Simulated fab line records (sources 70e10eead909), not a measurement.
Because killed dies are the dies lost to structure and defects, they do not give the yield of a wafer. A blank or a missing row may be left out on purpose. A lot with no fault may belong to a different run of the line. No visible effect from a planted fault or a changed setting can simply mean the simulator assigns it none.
3 desks, one fault :: flow nand-harc :: what lay behind the numbers comes last; until then each desk has only its own

== DESK OF THE TOOL OWNER: har-cap-etch-03 ==
The tool's own readings at NHARC_A_CONTACT_ETCH_134 (etches the open film in C4F8/O2/Ar, time 140 s, target depth 700 nm): means of the sampled wafers that have a number, for each lot that ran on this tool. A lot is out of limits, marked OUT, if its mean lies more than 4 standard deviations from the usual mean; the brackets give that distance.
Columns: A = chamber-pressure-mTorr at NHARC_A_CONTACT_ETCH_134, usual 19.999 mTorr; B = oes-air-line-au at NHARC_A_CONTACT_ETCH_134, usual 1.001 a.u.
lot: L765
first seen here: day 17 18:45
A: 19.993
B: 1.011

lot: L785
first seen here: day 22 20:46
A: 20.005
B: 1.006
This desk's verdict: no lot among the 2 shows anything out of limits.

== THE DEFECT DESK ==
Counts from the inspections along the route, per lot, as means over the sampled wafers that have a number. A lot is out of limits, marked OUT, if its mean lies more than 4 standard deviations from the usual mean; the brackets give that distance.
Columns: A = raw-defect-count at NHARC_A_CONTACT_INSPECT_10, usual 31
lot: L762
first seen here: day 16 15:42
A: 20

lot: L765
first seen here: day 17 17:15
A: 14

lot: L764
first seen here: day 17 18:00
A: 19

lot: L763
first seen here: day 18 01:22
A: 22

lot: L769
first seen here: day 18 22:05
A: 24

lot: L775
first seen here: day 20 06:26
A: 32

lot: L778
first seen here: day 20 16:20
A: 38

lot: L774
first seen here: day 20 19:32
A: 31

lot: L779
first seen here: day 20 20:12
A: 37

lot: L780
first seen here: day 21 11:16
A: 57

lot: L784
first seen here: day 22 04:40
A: 39

lot: L783
first seen here: day 22 14:56
A: 59

lot: L785
first seen here: day 22 19:31
A: 43
This desk's verdict: no lot among the 13 shows anything out of limits.

== METROLOGY DESK ==
Lot by lot, what the gauges showed, no matter which tool ran the lot: averages of those sampled wafers that carry a number. A lot is out of limits, marked OUT, if its mean lies more than 4 standard deviations from the usual mean; the brackets give that distance.
Columns: A = cd-nm at NHARC_A_CONTACT_CD_MEAS_80, usual 189.8 nm
lot: L762
first seen here: day 16 11:44
A: 189.6

lot: L765
first seen here: day 17 14:18
A: 189.7

lot: L764
first seen here: day 17 14:40
A: 190.6

lot: L763
first seen here: day 17 20:10
A: 190.3

lot: L769
first seen here: day 18 18:27
A: 190.0

lot: L775
first seen here: day 20 03:01
A: 190.0

lot: L778
first seen here: day 20 08:33
A: 189.6

lot: L774
first seen here: day 20 09:50
A: 189.3

lot: L779
first seen here: day 20 12:05
A: 191.1

lot: L780
first seen here: day 21 08:10
A: 190.4

lot: L784
first seen here: day 22 00:37
A: 190.4

lot: L783
first seen here: day 22 10:46
A: 190.1

lot: L785
first seen here: day 22 16:23
A: 189.5
This desk's verdict: no lot among the 13 shows anything out of limits.

== PUT TOGETHER ==
The desk of the tool owner found nothing out of limits.
Nothing out of limits was seen by the defect desk.
From the metrology desk's view, nothing was out of limits.

== WHAT THE SIMULATOR PUT IN ==
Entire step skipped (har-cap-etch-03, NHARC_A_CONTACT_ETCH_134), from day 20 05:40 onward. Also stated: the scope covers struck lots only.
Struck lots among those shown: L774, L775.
